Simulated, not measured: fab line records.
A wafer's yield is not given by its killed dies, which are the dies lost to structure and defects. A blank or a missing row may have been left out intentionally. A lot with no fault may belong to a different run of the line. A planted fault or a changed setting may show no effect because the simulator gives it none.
A lot that was struck, set against a sound lot ; flow nandHarc ; 15 steps out of a route of 1159
Sound: wafers L173.4, L173.5, L173.6. The struck wafers were L159.1, L159.4, L159.6. At the end, the cause is stated.
Per side, at each step with rows, come the tool, then ch with its chambers, and then its first start. Under that, the readings that differ: sound wafers ; struck wafers ; difference of the means ; sigmas: that difference in standard deviations of wafers without a fault.
alike: a reading whose means differ by less than 2 such deviations, as well as words and numbers matching on both sides. not compared: withheld readings; readings where some wafer has no value; bounds like >300 that might hide an equal value; numbers whose values overlap and for which the record gives no deviation.
The two part at a step that has a row with sigmas, a row that says differs or no value, or rows on one side only. Numbers that don't overlap but have no deviation are shown without sigmas and don't part them. A reading missing from all wafers of one side parts the sides only when that side holds two or more wafers.

NHARC_P_ZERO_WELL_DESCUM_54: chemistry O2, time 3 s.
  sound on rieDiel-07 ch 1,2,3, day 5 17:55; struck on rieDiel-10 ch 0,1,2, day 2 05:56
  alike: drypumpMotorCurrentA, oesProductAu, rfVppV, showerheadPlenumPTorr, throttleValvePct
  not compared: rfHoursCounterH
then, 5 steps without rows for these wafers: NHARC_P_ZERO_WELL_IMPLANT_55; NHARC_P_ZERO_WELL_IMPLANT_61; NHARC_P_ZERO_WELL_STRIP_56 (strips in SPM, time 840 s); NHARC_P_ZERO_WELL_PRECLEAN_68 (cleans in SC1, time 60 s); NHARC_P_ZERO_WELL_SRD_69.
NHARC_P_ZERO_WELL_RTA_42: time 300 s.
  sound on rtpAnneal-02 ch 0, day 5 19:26; struck on rtpAnneal-01 ch 0, day 2 06:53
reading;sound;struck;difference;sigmas
lamp_zone_3_pct (%);33.3 33.3 33.3;37.0 36.9 37.0;+3.7;+2
lamp_zone_7_pct (%);33.7 33.6 33.6;37.3 37.2 37.3;+3.6;+2
wafer_temp_C_max;1108.3 1107.4 1108.6;1104.2 1103.9 1104.2;-4.0;-2
  alike: lampPowerPct
NHARC_P_ZERO_WELL_INSPECT_43:
  sound: defectInspect-02 at day 5 19:47; struck: defectInspect-01 at day 2 07:34
  alike: rawDefectCount
then, 4 steps without rows for these wafers: NHARC_P_STI_ETCH_26 (etches SiO2 in dHF, target depth 11 nm); NHARC_P_STI_PRECLEAN_27 (cleans in SC1); NHARC_P_STI_SRD_28; NHARC_P_STI_OXIDE_29 (material SiO2, target thk 10 nm, ox time 1362 s).
NHARC_P_STI_HM_DEP_30: deposits Si3N4, target thk 80 nm, time 873 s.
  sound on lpcvd-02 ch 0, day 6 07:41; struck on lpcvd-01 ch 1, day 2 20:31
  alike: spikeTcLowerC, susceptorTempC, zonePowerUpperPct
then, 1 step without rows for these wafers: NHARC_P_STI_DEHYDRATE_01 (time 120 s).
-- record jumps: 17 days between struck wafers' starts before vs after; left off in module P_STI, resumes in module END, first step shown is number 1159 of the route --
NHARC_END_SORT_01:
  the record has rows for the struck wafers here (prober-02 ch 0, day 20 03:28) and none for the sound ones

## WHERE THEY PART
Earliest at NHARC_P_ZERO_WELL_RTA_42; latest, in this record, at NHARC_END_SORT_01.

WHY: the cause the simulator had injected
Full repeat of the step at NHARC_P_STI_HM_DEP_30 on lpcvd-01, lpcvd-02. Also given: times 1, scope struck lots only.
